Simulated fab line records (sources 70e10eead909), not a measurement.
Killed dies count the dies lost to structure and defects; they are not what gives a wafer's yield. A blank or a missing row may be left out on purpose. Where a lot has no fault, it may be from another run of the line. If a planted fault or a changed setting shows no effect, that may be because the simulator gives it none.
Struck lot and sound lot, side by side ; flow nand_harc ; 15 out of 1302 route steps
Sound: the wafers L108.2, L108.3, L108.5. Struck: wafer L125.1 (left out: L125.2, L125.4 of the same lot, which were not struck); the cause appears at the end.
Order at every step that has rows: each side's tool, ch and its chambers, its first start. Under that, the readings that differ: sound wafers ; struck wafers ; difference of the means ; sigmas: that difference in standard deviations of wafers without a fault.
alike: a reading whose means differ by less than 2 such deviations, as well as words and numbers matching on both sides. not compared: withheld readings; readings where some wafer has no value; bounds like >300 that might hide an equal value; numbers whose values overlap and for which the record gives no deviation.
The two part at a step that has a row with sigmas, a row that says differs or no value, or rows on one side only. When numbers do not overlap yet have no deviation, they are printed without sigmas and do not part them. A reading missing from all wafers of one side parts the sides only when that side holds two or more wafers.

first, 6 steps without rows for these wafers: NHARC_A_CONTACT_COAT_02 (resist thk 90 nm); NHARC_A_CONTACT_SOFTBAKE_03 (time 55 s); NHARC_A_CONTACT_EBR_04; NHARC_A_CONTACT_EXPOSE_05 (exposes mask A CC); NHARC_A_CONTACT_PEB_06 (peb time 65 s); NHARC_A_CONTACT_DEVELOP_07 (develop time 35 s).
NHARC_A_CONTACT_CD_MEAS_08 targets a cd of 200 nm.
  sound on cd_sem-03 ch 0, day 22 21:28; struck on cd_sem-01 ch 0, day 28 15:04
reading;sound;struck;difference;sigmas
cd_nm (nm);200.9 200.4 199.6;198.7;-1.6;-2
NHARC_A_CONTACT_OVL_MEAS_09:
  sound on overlay-01, day 22 21:34; struck on overlay-01, day 28 15:09
  alike: overlay_x_nm, overlay_y_nm
NHARC_A_CONTACT_INSPECT_10:
  sound on defect_inspect-01, day 22 21:36; struck on defect_inspect-01, day 28 15:11
  alike: raw_defect_count
NHARC_A_CONTACT_DESCUM_13: chemistry O2, time 3 s.
  sound on rie_diel-06 ch 0,1,2, day 22 21:45; struck on rie_diel-02 ch 0, day 28 15:14
  alike: drypump_motor_current_A, oes_product_au, rf_vpp_V, showerhead_plenum_p_Torr, throttle_valve_pct
  not compared: rf_hours_counter_h
NHARC_A_CONTACT_ETCH_88: etches the open film in CF4, target depth 39 nm, time 65 s.
  sound on rie_diel-06 ch 1,3, day 22 21:55; struck on rie_diel-02 ch 0, day 28 15:20
  alike: drypump_motor_current_A, oes_product_au, rf_vpp_V, showerhead_plenum_p_Torr, throttle_valve_pct
  not compared: rf_hours_counter_h
NHARC_A_CONTACT_ETCH_89: etches the open film in N2/H2, target depth 260 nm, time 475.3 s.
  sound: rie_diel-06 ch 1,2; struck: rie_diel-02 ch 1
reading;sound;struck;difference;sigmas
rf_vpp_V (V);435 435 435;428;-7;-2
showerhead_plenum_p_Torr (Torr);2.17 2.20 2.17;1.90;-0.28;-3
  alike: drypump_motor_current_A, oes_product_au, throttle_valve_pct
  not compared: rf_hours_counter_h
NHARC_A_CONTACT_ETCH_30: etches the open film in CF4/CHF3, target depth 72.6 nm, time 36.3 s.
  sound on rie_diel-06 ch 0,2,3, day 22 22:23; struck on rie_diel-02 ch 0, day 28 15:46
reading;sound;struck;difference;sigmas
oes_product_au (a.u.);0.932 0.928 0.945;0.801;-0.134;-7
  alike: drypump_motor_current_A, rf_vpp_V, showerhead_plenum_p_Torr, throttle_valve_pct
  not compared: rf_hours_counter_h
NHARC_A_CONTACT_ETCH_31: etches the open film in O2/COS, target depth 2800 nm, time 728 s.
  sound: rie_diel-06 ch 0,2,3; struck: rie_diel-02 ch 2
reading;sound;struck;difference;sigmas
showerhead_plenum_p_Torr (Torr);3.34 3.18 3.20;2.90;-0.34;-2
  alike: drypump_motor_current_A, oes_product_au, rf_vpp_V, throttle_valve_pct
  not compared: rf_hours_counter_h
-- jump in the record: it breaks off in module A_CONTACT and resumes in module END (first step shown: number 1302 of the route), and 2 days separate the struck wafers' starts before and after --
NHARC_END_SORT_01:
  only the struck wafers appear in the record here, on prober-02 ch 0 at day 30 23:24; the sound ones have no rows

## WHERE THEY PART
Last at NHARC_END_SORT_01 as far as this record goes, first at NHARC_A_CONTACT_CD_MEAS_08.

WHY: whatever the simulator had introduced
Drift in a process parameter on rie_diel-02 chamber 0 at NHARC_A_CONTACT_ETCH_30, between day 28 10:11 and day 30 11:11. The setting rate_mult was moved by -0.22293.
